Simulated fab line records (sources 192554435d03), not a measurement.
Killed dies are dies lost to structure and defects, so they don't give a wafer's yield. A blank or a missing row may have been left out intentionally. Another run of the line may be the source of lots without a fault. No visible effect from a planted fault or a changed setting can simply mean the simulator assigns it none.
Split-lot trial / flow n5_finfet / on a route of 1938 steps: 7 lots, 39 wafers read

THE SPLIT
At N5_DUMMY_GATE_ETCH_37 (etches SOC in N2/H2, target depth 60 nm, overetch 30 nm), the setting source_w was moved away from the recipe's 840 W on 18 of the 39 wafers read, by -18.9% to +9.0%. This setting was run at the recipe's value on the other wafers.

The reading is taken at the split's own step.

THE READING
rf_vpp_V, in V, at N5_DUMMY_GATE_ETCH_37 (etches SOC in N2/H2, target depth 60 nm, overetch 30 nm). Typical for fault-free wafers on this fab line: 523.8 V, with standard deviation 2.6 V.

wafer=L084.1; tool, chamber at the split=rie_diel-01, 0; source_w as run, W=840; against the recipe=recipe; rf_vpp_V, V=525.6; against lot-mates on the recipe=-
wafer=L084.2; tool, chamber at the split=rie_diel-01, 2; source_w as run, W=681.2; against the recipe=-18.9%; rf_vpp_V, V=561.8; against lot-mates on the recipe=+36.1
wafer=L084.3; tool, chamber at the split=rie_diel-01, 3; source_w as run, W=681.2; against the recipe=-18.9%; rf_vpp_V, V=558.0; against lot-mates on the recipe=+32.3
wafer=L084.4; tool, chamber at the split=rie_diel-01, 1; source_w as run, W=681.2; against the recipe=-18.9%; rf_vpp_V, V=563.1; against lot-mates on the recipe=+37.4
wafer=L084.5; tool, chamber at the split=rie_diel-01, 1; source_w as run, W=840; against the recipe=recipe; rf_vpp_V, V=526.6; against lot-mates on the recipe=-
wafer=L084.6; tool, chamber at the split=rie_diel-01, 0; source_w as run, W=840; against the recipe=recipe; rf_vpp_V, V=525.0; against lot-mates on the recipe=-
wafer=L085.2; tool, chamber at the split=rie_diel-05, 3; source_w as run, W=840; against the recipe=recipe; rf_vpp_V, V=526.3; against lot-mates on the recipe=-
wafer=L085.4; tool, chamber at the split=rie_diel-05, 1; source_w as run, W=840; against the recipe=recipe; rf_vpp_V, V=527.1; against lot-mates on the recipe=-
wafer=L085.5; tool, chamber at the split=rie_diel-05, 3; source_w as run, W=840; against the recipe=recipe; rf_vpp_V, V=526.9; against lot-mates on the recipe=-
wafer=L088.1; tool, chamber at the split=rie_diel-03, 2; source_w as run, W=840; against the recipe=recipe; rf_vpp_V, V=521.9; against lot-mates on the recipe=-
wafer=L088.2; tool, chamber at the split=rie_diel-03, 3; source_w as run, W=882.4; against the recipe=+5.0%; rf_vpp_V, V=518.4; against lot-mates on the recipe=-4.2
wafer=L088.3; tool, chamber at the split=rie_diel-03, 0; source_w as run, W=882.4; against the recipe=+5.0%; rf_vpp_V, V=514.9; against lot-mates on the recipe=-7.7
wafer=L088.4; tool, chamber at the split=rie_diel-03, 1; source_w as run, W=840; against the recipe=recipe; rf_vpp_V, V=520.7; against lot-mates on the recipe=-
wafer=L088.5; tool, chamber at the split=rie_diel-03, 2; source_w as run, W=882.4; against the recipe=+5.0%; rf_vpp_V, V=513.8; against lot-mates on the recipe=-8.8
wafer=L088.6; tool, chamber at the split=rie_diel-03, 3; source_w as run, W=840; against the recipe=recipe; rf_vpp_V, V=525.3; against lot-mates on the recipe=-
wafer=L089.1; tool, chamber at the split=rie_diel-01, 2; source_w as run, W=840; against the recipe=recipe; rf_vpp_V, V=522.5; against lot-mates on the recipe=-
wafer=L089.2; tool, chamber at the split=rie_diel-01, 1; source_w as run, W=773.5; against the recipe=-7.9%; rf_vpp_V, V=540.0; against lot-mates on the recipe=+15.4
wafer=L089.3; tool, chamber at the split=rie_diel-01, 3; source_w as run, W=773.5; against the recipe=-7.9%; rf_vpp_V, V=535.3; against lot-mates on the recipe=+10.7
wafer=L089.4; tool, chamber at the split=rie_diel-01, 0; source_w as run, W=773.5; against the recipe=-7.9%; rf_vpp_V, V=539.9; against lot-mates on the recipe=+15.3
wafer=L089.5; tool, chamber at the split=rie_diel-01, 1; source_w as run, W=840; against the recipe=recipe; rf_vpp_V, V=525.8; against lot-mates on the recipe=-
wafer=L089.6; tool, chamber at the split=rie_diel-01, 0; source_w as run, W=840; against the recipe=recipe; rf_vpp_V, V=525.4; against lot-mates on the recipe=-
wafer=L090.1; tool, chamber at the split=rie_diel-01, 0; source_w as run, W=915.3; against the recipe=+9.0%; rf_vpp_V, V=510.4; against lot-mates on the recipe=-12.2
wafer=L090.2; tool, chamber at the split=rie_diel-01, 3; source_w as run, W=915.3; against the recipe=+9.0%; rf_vpp_V, V=505.8; against lot-mates on the recipe=-16.8
wafer=L090.3; tool, chamber at the split=rie_diel-01, 2; source_w as run, W=915.3; against the recipe=+9.0%; rf_vpp_V, V=508.0; against lot-mates on the recipe=-14.6
wafer=L090.4; tool, chamber at the split=rie_diel-01, 0; source_w as run, W=840; against the recipe=recipe; rf_vpp_V, V=524.4; against lot-mates on the recipe=-
wafer=L090.5; tool, chamber at the split=rie_diel-01, 2; source_w as run, W=840; against the recipe=recipe; rf_vpp_V, V=522.0; against lot-mates on the recipe=-
wafer=L090.6; tool, chamber at the split=rie_diel-01, 3; source_w as run, W=840; against the recipe=recipe; rf_vpp_V, V=521.4; against lot-mates on the recipe=-
wafer=L092.1; tool, chamber at the split=rie_diel-05, 0; source_w as run, W=763; against the recipe=-9.2%; rf_vpp_V, V=535.3; against lot-mates on the recipe=+7.5
wafer=L092.2; tool, chamber at the split=rie_diel-05, 3; source_w as run, W=840; against the recipe=recipe; rf_vpp_V, V=526.2; against lot-mates on the recipe=-
wafer=L092.3; tool, chamber at the split=rie_diel-05, 2; source_w as run, W=840; against the recipe=recipe; rf_vpp_V, V=527.6; against lot-mates on the recipe=-
wafer=L092.4; tool, chamber at the split=rie_diel-05, 1; source_w as run, W=763; against the recipe=-9.2%; rf_vpp_V, V=544.6; against lot-mates on the recipe=+16.8
wafer=L092.5; tool, chamber at the split=rie_diel-05, 2; source_w as run, W=840; against the recipe=recipe; rf_vpp_V, V=529.6; against lot-mates on the recipe=-
wafer=L092.6; tool, chamber at the split=rie_diel-05, 3; source_w as run, W=763; against the recipe=-9.2%; rf_vpp_V, V=543.6; against lot-mates on the recipe=+15.8
wafer=L096.1; tool, chamber at the split=rie_diel-01, 3; source_w as run, W=840; against the recipe=recipe; rf_vpp_V, V=521.2; against lot-mates on the recipe=-
wafer=L096.2; tool, chamber at the split=rie_diel-01, 2; source_w as run, W=840; against the recipe=recipe; rf_vpp_V, V=522.9; against lot-mates on the recipe=-
wafer=L096.3; tool, chamber at the split=rie_diel-01, 0; source_w as run, W=906.6; against the recipe=+7.9%; rf_vpp_V, V=512.9; against lot-mates on the recipe=-9.9
wafer=L096.4; tool, chamber at the split=rie_diel-01, 1; source_w as run, W=840; against the recipe=recipe; rf_vpp_V, V=524.4; against lot-mates on the recipe=-
wafer=L096.5; tool, chamber at the split=rie_diel-01, 1; source_w as run, W=906.6; against the recipe=+7.9%; rf_vpp_V, V=512.9; against lot-mates on the recipe=-9.9
wafer=L096.6; tool, chamber at the split=rie_diel-01, 2; source_w as run, W=906.6; against the recipe=+7.9%; rf_vpp_V, V=509.7; against lot-mates on the recipe=-13.1

THE FIT
A straight line over all 39 wafers: rf_vpp_V changes by -1.84 V for each +1% of source_w; r = -0.98; the points scatter about the line by 2.6 V.
The same after taking each lot's own level away (the mean of its wafers on the recipe; 39 wafers): -1.7 V for each +1%; r = -0.98; scatter 2.4 V.
Per that fit: largest source_w move, reading shift of 32 V.
The lots' own levels span 522.60 to 527.80 V, that is 2.0 times the standard deviation above.
The two slopes are in agreement: the lot-to-lot level therefore moves the slope only a little.
Check: with one of the wafers moved furthest among these (-18.9%) left out of the fit, the line predicts +31.8 V for it against its lot-mates. Against them it came out at +36.1 V.
Tool readings at the split's step, against how far the setting was moved: rf_vpp_V r = -0.98.

FILE'S OWN FIT
rf_vpp_V changes by -1.71 V for each +1% of source_w, r = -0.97.
